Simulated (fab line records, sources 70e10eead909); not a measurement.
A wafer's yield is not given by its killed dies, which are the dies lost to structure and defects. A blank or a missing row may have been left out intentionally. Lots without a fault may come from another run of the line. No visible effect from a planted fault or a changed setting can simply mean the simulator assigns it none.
Matching of chambers || flow nand-harc || NHARC_P_GATE_ETCH_32 on rie-si-03: 4 sister chambers
The step etches the open film in HBr/Cl2, target depth 150 nm, time 100.1 s. 16 wafers are shown with their chamber, then 7 later ones without.

EACH WAFER AND ITS CHAMBER
{"wafer": "L390.2", "chamber": 1, "drypump-motor-current-A (A)": 5.6, "mfc-cl2-sccm (sccm)": 49.94, "throttle-valve-pct (%)": 26.400}
{"wafer": "L390.4", "chamber": 2, "drypump-motor-current-A (A)": 5.3, "mfc-cl2-sccm (sccm)": 50.05, "throttle-valve-pct (%)": 26.400}
{"wafer": "L390.6", "chamber": 2, "drypump-motor-current-A (A)": 5.3, "mfc-cl2-sccm (sccm)": 49.83, "throttle-valve-pct (%)": 26.426}
{"wafer": "L393.1", "chamber": 1, "drypump-motor-current-A (A)": 5.7, "mfc-cl2-sccm (sccm)": 49.89, "throttle-valve-pct (%)": 26.405}
{"wafer": "L393.3", "chamber": 2, "drypump-motor-current-A (A)": 5.3, "mfc-cl2-sccm (sccm)": 49.89, "throttle-valve-pct (%)": 26.405}
{"wafer": "L393.5", "chamber": 3, "drypump-motor-current-A (A)": 5.5, "mfc-cl2-sccm (sccm)": 49.89, "throttle-valve-pct (%)": 26.392}
{"wafer": "L396.4", "chamber": 0, "drypump-motor-current-A (A)": 5.4, "mfc-cl2-sccm (sccm)": 50.08, "throttle-valve-pct (%)": 26.401}
{"wafer": "L396.5", "chamber": 1, "drypump-motor-current-A (A)": 5.7, "mfc-cl2-sccm (sccm)": 49.96, "throttle-valve-pct (%)": 26.408}
{"wafer": "L396.6", "chamber": 0, "drypump-motor-current-A (A)": 5.4, "mfc-cl2-sccm (sccm)": 50.00, "throttle-valve-pct (%)": 26.391}
{"wafer": "L398.1", "chamber": 2, "drypump-motor-current-A (A)": 5.3, "mfc-cl2-sccm (sccm)": 49.92, "throttle-valve-pct (%)": 26.407}
{"wafer": "L398.2", "chamber": 3, "drypump-motor-current-A (A)": 5.5, "mfc-cl2-sccm (sccm)": 49.87, "throttle-valve-pct (%)": 26.389}
{"wafer": "L398.4", "chamber": 1, "drypump-motor-current-A (A)": 5.7, "mfc-cl2-sccm (sccm)": 49.82, "throttle-valve-pct (%)": 26.413}
{"wafer": "L400.1", "chamber": 0, "drypump-motor-current-A (A)": 5.4, "mfc-cl2-sccm (sccm)": 50.29, "throttle-valve-pct (%)": 26.407}
{"wafer": "L400.2", "chamber": 1, "drypump-motor-current-A (A)": 5.7, "mfc-cl2-sccm (sccm)": 49.66, "throttle-valve-pct (%)": 26.404}
{"wafer": "L400.3", "chamber": 2, "drypump-motor-current-A (A)": 5.3, "mfc-cl2-sccm (sccm)": 49.99, "throttle-valve-pct (%)": 26.397}
{"wafer": "L403.1", "chamber": 0, "drypump-motor-current-A (A)": 5.4, "mfc-cl2-sccm (sccm)": 50.05, "throttle-valve-pct (%)": 26.405}

SIGNATURES, as means of the wafers listed above
{"reading": "drypump-motor-current-A", "chamber 0": 5.400, "chamber 1": 5.680, "chamber 2": 5.300, "chamber 3": 5.500, "scatter within a chamber": 0.0258}
{"reading": "mfc-cl2-sccm", "chamber 0": 50.1050, "chamber 1": 49.8540, "chamber 2": 49.9360, "chamber 3": 49.8800, "scatter within a chamber": 0.107}
{"reading": "throttle-valve-pct", "chamber 0": 26.40100, "chamber 1": 26.40600, "chamber 2": 26.40700, "chamber 3": 26.39050, "scatter within a chamber": 0.00798}
Rule: for each reading, subtract the chamber's mean from the wafer's reading, divide by that reading's scatter and square the result; add these up over the readings and take the root, which gives the wafer's distance from the chamber. If the next closest chamber is less than 2 further off than the closest, the wafer can't be placed; otherwise it belongs to the closest. How the scatter is found: for the shown wafers, subtract from each reading the mean of its chamber, square and add these, divide the total by (wafers less chambers), then take the root.

WAFERS WITH NO CHAMBER GIVEN
{"wafer": "L403.2", "drypump-motor-current-A (A)": 5.3, "mfc-cl2-sccm (sccm)": 49.98, "throttle-valve-pct (%)": 26.396}
{"wafer": "L403.6", "drypump-motor-current-A (A)": 5.7, "mfc-cl2-sccm (sccm)": 50.15, "throttle-valve-pct (%)": 26.424}
{"wafer": "L407.1", "drypump-motor-current-A (A)": 5.3, "mfc-cl2-sccm (sccm)": 49.93, "throttle-valve-pct (%)": 26.411}
{"wafer": "L407.5", "drypump-motor-current-A (A)": 5.7, "mfc-cl2-sccm (sccm)": 50.19, "throttle-valve-pct (%)": 26.414}
{"wafer": "L408.1", "drypump-motor-current-A (A)": 5.7, "mfc-cl2-sccm (sccm)": 49.95, "throttle-valve-pct (%)": 26.410}
{"wafer": "L408.3", "drypump-motor-current-A (A)": 5.4, "mfc-cl2-sccm (sccm)": 49.99, "throttle-valve-pct (%)": 26.401}
{"wafer": "L408.5", "drypump-motor-current-A (A)": 5.3, "mfc-cl2-sccm (sccm)": 50.08, "throttle-valve-pct (%)": 26.401}

CHAMBER TAKEN BY EACH
{"wafer": "L403.2", "from the rows above": 2, "in truth": 2}
{"wafer": "L403.6", "from the rows above": 1, "in truth": 1}
{"wafer": "L407.1", "from the rows above": 2, "in truth": 2}
{"wafer": "L407.5", "from the rows above": 1, "in truth": 1}
{"wafer": "L408.1", "from the rows above": 1, "in truth": 1}
{"wafer": "L408.3", "from the rows above": 0, "in truth": 0}
{"wafer": "L408.5", "from the rows above": 2, "in truth": 2}
Correctly placed: 7 of 7. Can't be placed from these rows: 0. Number placed wrongly: 0.
